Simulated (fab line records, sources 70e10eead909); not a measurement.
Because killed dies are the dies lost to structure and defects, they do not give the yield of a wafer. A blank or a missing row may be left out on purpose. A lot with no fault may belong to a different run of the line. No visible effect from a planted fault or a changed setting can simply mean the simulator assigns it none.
Chamber matching ; flow nand-harc ; NHARC_P_M1_DESCUM_14 on rie-diel-05: 4 sister chambers
The step chemistry O2, time 3 s. 16 wafers are shown with their chamber, then 8 later ones without.

EACH WAFER AND ITS CHAMBER
wafer;chamber;drypump-motor-current-A (A);showerhead-plenum-p-Torr (Torr);oes-product-au (a.u.)
L078.2;2;5.5;1.91;1.002
L078.4;3;5.2;1.81;1.001
L078.5;3;5.2;1.81;1.006
L084.3;3;5.2;1.81;1.011
L084.4;0;6.4;1.89;1.001
L084.6;0;6.4;1.90;0.997
L087.2;0;6.3;1.89;1.010
L087.3;1;6.7;1.91;0.993
L087.5;2;5.6;1.91;1.013
L086.1;3;5.2;1.81;1.021
L086.3;2;5.5;1.91;1.005
L086.6;2;5.5;1.91;1.007
L091.1;0;6.4;1.89;0.986
L091.3;2;5.5;1.91;1.005
L091.6;3;5.2;1.80;1.017
L093.1;0;6.4;1.89;1.004

SIGNATURES (means of the wafers above)
reading;chamber 0;chamber 1;chamber 2;chamber 3;scatter within a chamber
drypump-motor-current-A;6.380;6.700;5.520;5.200;0.0365
showerhead-plenum-p-Torr;1.8920;1.9100;1.9100;1.8080;0.00365
oes-product-au;0.99960;0.99300;1.00640;1.01120;0.00736
Rule: a wafer lies at a distance from a chamber equal to the root of the sum of squares, over the readings, of (its reading less the chamber's mean, divided by the reading's scatter). The wafer belongs to the nearest chamber; if the next one is less than 2 further off, it can't be placed. How the scatter is found: for the shown wafers, subtract from each reading the mean of its chamber, square and add these, divide the total by (wafers less chambers), then take the root.

WAFERS WHOSE CHAMBER IS MISSING
wafer;drypump-motor-current-A (A);showerhead-plenum-p-Torr (Torr);oes-product-au (a.u.)
L093.5;6.4;1.89;0.996
L093.6;5.2;1.80;1.009
L095.1;6.6;1.91;0.977
L095.3;5.5;1.91;1.010
L095.4;6.3;1.89;0.993
L096.2;5.5;1.91;1.016
L096.5;6.4;1.89;0.998
L096.6;5.2;1.80;1.015

CHAMBER TAKEN BY EACH
wafer;from the rows above;in truth
L093.5;0;0
L093.6;3;3
L095.1;1;1
L095.3;2;2
L095.4;0;0
L096.2;2;2
L096.5;0;0
L096.6;3;3
Placed correctly: 8 of 8. Number that these rows cannot place: 0. Wrongly placed: 0.
